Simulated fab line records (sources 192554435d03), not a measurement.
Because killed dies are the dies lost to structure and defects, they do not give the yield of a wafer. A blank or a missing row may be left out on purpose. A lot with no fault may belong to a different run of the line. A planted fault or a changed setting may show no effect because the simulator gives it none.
Lot-split experiment -- flow n5_finfet -- 7 lots, 21 wafers read, on a route of 1938 steps

== SPLIT DETAILS ==
At N5_SD_EPI_N_COAT_33 (time 60 s, resist thk 35 nm), the setting spin_rpm was moved away from the recipe's 1500 rpm on 6 of the 21 wafers read, by -7.3% to -6.7%. For the rest of the wafers, this setting stayed at what the recipe calls for.

== THE PATH FROM SPLIT TO READING: the file shows 1 step between them ==
- N5_SD_EPI_N_DESCUM_14: chemistry O2, time 7.9 s (also split here: time_s)

== THE READING ==
etch.depth_nm (the simulator's own value, which no gauge read), in nm, at N5_SD_EPI_N_ETCH_34 (etches SiARC in CF4, target depth 45.5 nm, time 75.8 s). There is no usual value for it anywhere in the file. Here, 15 wafers ran the recipe; their average is 35.04 nm with a standard deviation of 0.12 nm.

wafer,"tool, chamber at the split","spin_rpm as run, rpm",against the recipe,"etch.depth_nm, nm",against lot-mates on the recipe
L074.2,"litho_track-05, 0",1500,recipe,34.81,-
L074.4,"litho_track-05, 0",1500,recipe,34.84,-
L074.6,"litho_track-05, 0",1500,recipe,34.85,-
L075.1,"litho_track-05, 0",1500,recipe,35.11,-
L075.3,"litho_track-05, 0",1391,-7.3%,36.51,+1.40
L075.6,"litho_track-05, 0",1391,-7.3%,36.4,+1.29
L077.3,"litho_track-05, 0",1500,recipe,35,-
L077.4,"litho_track-05, 0",1500,recipe,34.99,-
L077.6,"litho_track-05, 0",1500,recipe,35.07,-
L082.1,"litho_track-01, 0",1500,recipe,35.23,-
L082.2,"litho_track-01, 0",1500,recipe,35.15,-
L082.3,"litho_track-01, 0",1500,recipe,35.2,-
L086.2,"litho_track-01, 0",1500,recipe,35.1,-
L086.6,"litho_track-01, 0",1500,recipe,35.1,-
L086.5,"litho_track-01, 0",1500,recipe,35.12,-
L090.1,"litho_track-01, 0",1396,-6.9%,36.43,+1.36
L090.3,"litho_track-01, 0",1396,-6.9%,36.36,+1.29
L090.5,"litho_track-01, 0",1500,recipe,35.07,-
L092.1,"litho_track-05, 0",1400,-6.7%,36.33,+1.34
L092.4,"litho_track-05, 0",1400,-6.7%,36.26,+1.27
L092.5,"litho_track-05, 0",1500,recipe,34.99,-

THE FIT
A straight line over all 21 wafers: etch.depth_nm changes by -0.193 nm for each +1% of spin_rpm; r = -0.98; the points scatter about the line by 0.11 nm.
The same after taking each lot's own level away (the mean of its wafers on the recipe; 21 wafers): -0.19 nm for each +1%; r = -1.00; scatter 0.036 nm.
According to that fit, moving spin_rpm by its largest amount changes the reading by 1.4 nm.
Across the lots, their own levels run from 34.833 to 35.193 nm, a range of 2.9 times the standard deviation given above.
The two slopes are in agreement: the lot-to-lot level therefore moves the slope only a little.
Check: for one of the wafers moved furthest among these (-7.3%), held out of the fit, the line's prediction against its lot-mates is +1.38 nm. Against them it came out at +1.4 nm.

== THE OTHER SPLITS THESE WAFERS WENT THROUGH ==
Other splits were also applied to these wafers ahead of the reading. Each is held against what the fit with the lots' levels taken away leaves over:
other split on the same wafers,wafers away from the commonest value,r with etch.depth_nm (lot level and that fit taken away)
N5_WELL_APT_COAT_19 spin_rpm,10,-0.23
N5_FIN_CUT_EXPOSE_05 dose_mj,8,-0.16
N5_FIN_CUT_ETCH_21 h2_flow_sccm,6,+0.09
N5_SD_EPI_N_DESCUM_14 time_s,7,+0.18

== THE WHOLE CHAIN: every reading that the file lists as answering this split, in the file's order ==
step,what it does,reading,change (the file's fit),r (the file's)
N5_SD_EPI_N_COAT_33,"time 60 s, resist thk 35 nm","SiARC_of_SD_EPI_N_COAT_33.thk_nm (the simulator's own value, which no gauge read)",-0.191 nm for each +1% of the setting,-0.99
N5_SD_EPI_N_ETCH_34,"etches SiARC in CF4, target depth 45.5 nm, time 75.8 s","etch.depth_nm (the simulator's own value, which no gauge read)",-0.19 nm for each +1% of the setting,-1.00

== THE FILE'S OWN FIT ==
etch.depth_nm changes by -0.19 nm for each +1% of spin_rpm, r = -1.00.
